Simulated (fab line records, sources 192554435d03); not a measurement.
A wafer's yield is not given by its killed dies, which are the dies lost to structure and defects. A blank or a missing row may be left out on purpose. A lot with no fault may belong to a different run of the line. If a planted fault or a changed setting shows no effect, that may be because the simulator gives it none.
A lot that was struck, set against a sound lot	flow n5-finfet	22 out of 1938 route steps
Sound: these wafers, L350.2, L350.3, L350.5. Wafers L349.4, L349.5, L349.6 were the ones struck. The cause is given at the end.
Per side, at each step with rows, come the tool, then ch with its chambers, and then its first start. Under that, the readings that differ: sound wafers	struck wafers	difference of the means	sigmas: that difference in standard deviations of wafers without a fault.
alike: readings whose means differ by less than 2 such deviations, and words and numbers that are the same on both sides. not compared: withheld readings, readings that some wafer has no value for, bounds like >300 that may hide the same value, and numbers for which the record gives no deviation and whose values overlap.
The two part at a step that has a row with sigmas, a row that says differs or no value, or rows on one side only. Non-overlapping numbers with no deviation appear without sigmas and do not part them. A reading missing from all wafers of one side parts the sides only when that side holds two or more wafers.

first, 7 steps without rows for these wafers: N5_BEOL_M1_COAT_73 (time 60 s, resist thk 5 nm); N5_BEOL_M1_COAT_05 (resist thk 30 nm); N5_BEOL_M1_EBR_07; N5_BEOL_M1_SOFTBAKE_06 (time 60 s); N5_BEOL_M1_EXPOSE_08 (exposes mask M1); N5_BEOL_M1_PEB_09 (peb time 60 s); N5_BEOL_M1_DEVELOP_10 (develop time 30 s).
N5_BEOL_M1_CD_MEAS_11: target cd 17.05 nm.
  sound on cd-sem-03 ch 0, day 10 03:40; struck on cd-sem-01 ch 0, day 9 13:37
  alike: cd-nm
N5_BEOL_M1_OVL_MEAS_12:
  sound on overlay-02 ch 0, day 10 03:41; struck on overlay-02 ch 0, day 9 13:40
  alike: M1_OVL
N5_BEOL_M1_INSPECT_13: inspects for defects (brightfield).
  sound: defect-inspect-01 at day 10 03:44; struck: defect-inspect-02 at day 9 13:42
  alike: raw-defect-count
N5_BEOL_M1_DESCUM_16: chemistry O2, time 7 s.
  sound on rie-diel-03 ch 0, day 10 04:30; struck on rie-diel-06 ch 0,3, day 9 13:44
reading	sound	struck	difference	sigmas
drypump-motor-current-A (A)	5.3 5.3 5.3	6.8 6.8 5.5	+1.1	+2
  alike: chamber-pressure-mTorr, oes-product-au, rf-fwd-power-W, rf-vpp-V, showerhead-plenum-p-Torr, throttle-valve-pct
  not compared: rf-hours-counter-h
N5_BEOL_M1_ETCH_74: etches underlayer in N2/H2, target depth 6.5 nm, time 5.2 s.
  sound on rie-diel-03 ch 0, day 10 04:34; struck on rie-diel-06 ch 0,3, day 9 13:46
reading	sound	struck	difference	sigmas
drypump-motor-current-A (A)	5.3 5.3 5.3	6.8 6.8 5.5	+1.1	+2
etch-rf-on-time-s (s)	5.36 5.28 5.33	5.12 5.13 5.12	-0.20	-2
oes-product-au (a.u.)	0.59 0.59 0.59	0.75 0.75 0.66	+0.13	+2
  alike: bias-w, chamber-pressure-mTorr, rf-fwd-power-W, rf-vpp-V, showerhead-plenum-p-Torr, throttle-valve-pct
  not compared: rf-hours-counter-h
N5_BEOL_M1_ETCH_63: etches SiARC in CF4, target depth 15.6 nm, time 26 s.
  sound on rie-diel-03 ch 0, day 10 04:35; struck on rie-diel-06 ch 0,3, day 9 13:47
  no value came back on the struck wafers for any of 10 readings (bias-w (W), cf4-flow-sccm (sccm) and others); on the sound wafers bias-w (W) reads 35.99 36.09 35.79
reading	sound	struck	difference	sigmas
model.CAR-EUV_of_BEOL_M1_COAT_05.thk-nm (nm)	11.2 11 11	20.2 20.4 20.4	+9.3	
  not compared: rf-hours-counter-h
N5_BEOL_M1_ETCH_64: etches SOC in N2/H2, target depth 75 nm, overetch 15 nm, time 112.5 s.
  sound on rie-diel-03 ch 0, day 10 04:37; struck on rie-diel-06 ch 0,3, day 9 13:49
reading	sound	struck	difference	sigmas
drypump-motor-current-A (A)	5.3 5.3 5.3	6.8 6.8 5.5	+1.1	+2
oes-product-au (a.u.)	0.56 0.56 0.56	0.32 0.32 0.29	-0.25	-4
rf-fwd-power-W (W)	833.8 834.3 837.2	843.2 841.2 840.0	+6.4	+2
  alike: bias-w, chamber-pressure-mTorr, rf-vpp-V, showerhead-plenum-p-Torr, throttle-valve-pct
  not compared: rf-hours-counter-h
then, 2 steps without rows for these wafers: N5_BEOL_M1_STRIP_65 (strips in N2/H2); N5_BEOL_M1_STRIP_75 (strips in N2/H2).
N5_BEOL_M1_STRIP_66: strips in CF4.
  sound on rie-diel-03 ch 0, day 10 04:49; struck on rie-diel-06 ch 0,3, day 9 13:56
reading	sound	struck	difference	sigmas
drypump-motor-current-A (A)	5.3 5.3 5.3	6.8 6.7 5.4	+1.0	+2
  alike: cf4-flow-sccm, chamber-pressure-mTorr, oes-product-au, rf-fwd-power-W, rf-vpp-V, showerhead-plenum-p-Torr, throttle-valve-pct
  not compared: rf-hours-counter-h
N5_BEOL_M1_HM_OPEN_17: chemistry Cl2/BCl3, target TiN, target depth 20 nm, overetch 6 nm.
  sound on rie-metal-03 ch 0, day 10 04:52; struck on rie-metal-02 ch 0,1, day 9 14:01
reading	sound	struck	difference	sigmas
oes-product-au (a.u.)	0.65 0.64 0.64	0.30 0.30 0.30	-0.34	-5
throttle-valve-pct (%)	22.07 22.09 22.09	23.00 22.99 22.46	+0.73	+4
  alike: chamber-pressure-mTorr, drypump-motor-current-A, rf-fwd-power-W
  not compared: rf-hours-counter-h
N5_BEOL_M1_STRIP_19: strips in O2.
  sound on rie-diel-03 ch 1,2, day 10 05:14; struck on rie-diel-06 ch 0,1, day 9 14:05
  alike: chamber-pressure-mTorr, drypump-motor-current-A, oes-product-au, rf-vpp-V, showerhead-plenum-p-Torr, throttle-valve-pct
  not compared: rf-hours-counter-h
N5_BEOL_M1_CD_MEAS_18: pitch 36 nm, target cd 18 nm.
  sound: cd-sem-02 at day 10 05:18; struck: cd-sem-02 at day 9 14:10
reading	sound	struck	difference	sigmas
cd-nm (nm)	18.27 17.92 17.98	- - -	no value on the struck wafers	
then, 1 step without rows for these wafers: N5_BEOL_M1_COAT_67 (time 60 s, resist thk 60 nm).
N5_BEOL_M4_RC_MEAS_101:
  the record has rows for the sound wafers here (prober-02 ch 0, day 12 01:05) and none for the struck ones

== WHERE THEY PART ==
First at N5_BEOL_M1_DESCUM_16; last, within this record, at N5_BEOL_M4_RC_MEAS_101.

WHY: what had been put in by the simulator
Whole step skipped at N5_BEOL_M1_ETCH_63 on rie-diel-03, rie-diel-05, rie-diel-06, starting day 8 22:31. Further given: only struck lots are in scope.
